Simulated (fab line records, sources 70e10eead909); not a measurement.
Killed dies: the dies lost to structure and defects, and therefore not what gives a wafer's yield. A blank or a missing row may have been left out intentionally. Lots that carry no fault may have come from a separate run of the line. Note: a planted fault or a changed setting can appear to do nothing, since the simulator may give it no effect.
Chamber matching | flow nand harc | rie diel-07 running NHARC_A_STAIRCASE_DESCUM_291: 4 sister chambers
The step chemistry O2, time 3 s. 4 wafers are shown with their chamber, then 7 later ones without.

== WAFERS, EACH WITH ITS CHAMBER ==
wafer  | chamber | showerhead plenum p Torr (Torr)
L087.4 | 3       | 1.96
L087.5 | 2       | 1.81
L093.1 | 1       | 1.78
L093.3 | 0       | 2.06

== WAFERS WITHOUT THEIR CHAMBER ==
wafer  | showerhead plenum p Torr (Torr)
L093.4 | 1.80
L093.2 | 1.95
L093.5 | 1.81
L093.6 | 1.78
L097.1 | 2.06
L097.3 | 1.95
L097.5 | 1.95

== CHAMBER TAKEN BY EACH ==
wafer  | from the rows above     | in truth
L093.4 | can't be placed: 2 or 1 | 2
L093.2 | 3                       | 3
L093.5 | 2                       | 2
L093.6 | 1                       | 1
L097.1 | 0                       | 0
L097.3 | 3                       | 3
L097.5 | 3                       | 3
6 of 7 placed correctly. These rows do not allow placing 1 (true chamber among the candidates in 1). Placed wrongly: 0.
How it was worked out, from the rows above alone: a wafer's distance from a chamber is the root of the sum, over the readings, of the square of ((its reading less the chamber's mean) divided by the reading's scatter). If the next closest chamber is less than 2 further off than the closest, the wafer can't be placed; otherwise it belongs to the closest. The mean given for a chamber averages the wafers shown for that chamber. The scatter (one wafer shown for each chamber): square how far every hidden wafer sits from the nearest shown wafer, average those squares and take the square root.
